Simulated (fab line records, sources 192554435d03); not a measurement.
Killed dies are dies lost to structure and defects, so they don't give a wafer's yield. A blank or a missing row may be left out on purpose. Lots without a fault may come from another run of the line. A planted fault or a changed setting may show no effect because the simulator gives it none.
Chamber matching | flow n5_finfet | N5_GATE_CUT_STRIP_59 on rie_diel-02: 4 sister chambers
The step strips in N2/H2, time 20 s. 4 wafers are shown with their chamber, then 9 later ones without.

WAFERS WITH THEIR CHAMBER
wafer  | chamber | drypump_motor_current_A (A)
L083.2 | 1       | 5.9
L089.2 | 0       | 6.0
L089.4 | 2       | 5.8
L089.6 | 3       | 5.0

WAFERS WITHOUT THEIR CHAMBER
wafer  | drypump_motor_current_A (A)
L093.3 | 6.0
L093.4 | 5.8
L093.5 | 6.0
L094.4 | 6.0
L094.5 | 6.0
L094.6 | 5.9
L097.1 | 5.9
L097.4 | 5.0
L097.5 | 5.1

WHICH CHAMBER EACH WENT THROUGH
wafer  | from the rows above | in truth
L093.3 | 0                   | 0
L093.4 | 2                   | 2
L093.5 | 0                   | 0
L094.4 | 0                   | 0
L094.5 | 0                   | 0
L094.6 | 1                   | 1
L097.1 | 1                   | 1
L097.4 | 3                   | 3
L097.5 | 3                   | 3
Placed correctly: 9 of 9. Can't be placed from these rows: 0. Placed wrongly: 0.
How it was worked out, from the rows above alone: a wafer's distance from a chamber is the root of the sum, over the readings, of the square of ((its reading less the chamber's mean) divided by the reading's scatter). The wafer belongs to the nearest chamber; if the next one is less than 2 further off, it can't be placed. A chamber's mean is the mean of its shown wafers. The scatter: with one shown wafer a chamber, the root of the mean of the squares of how far each hidden wafer lies from its nearest shown one.
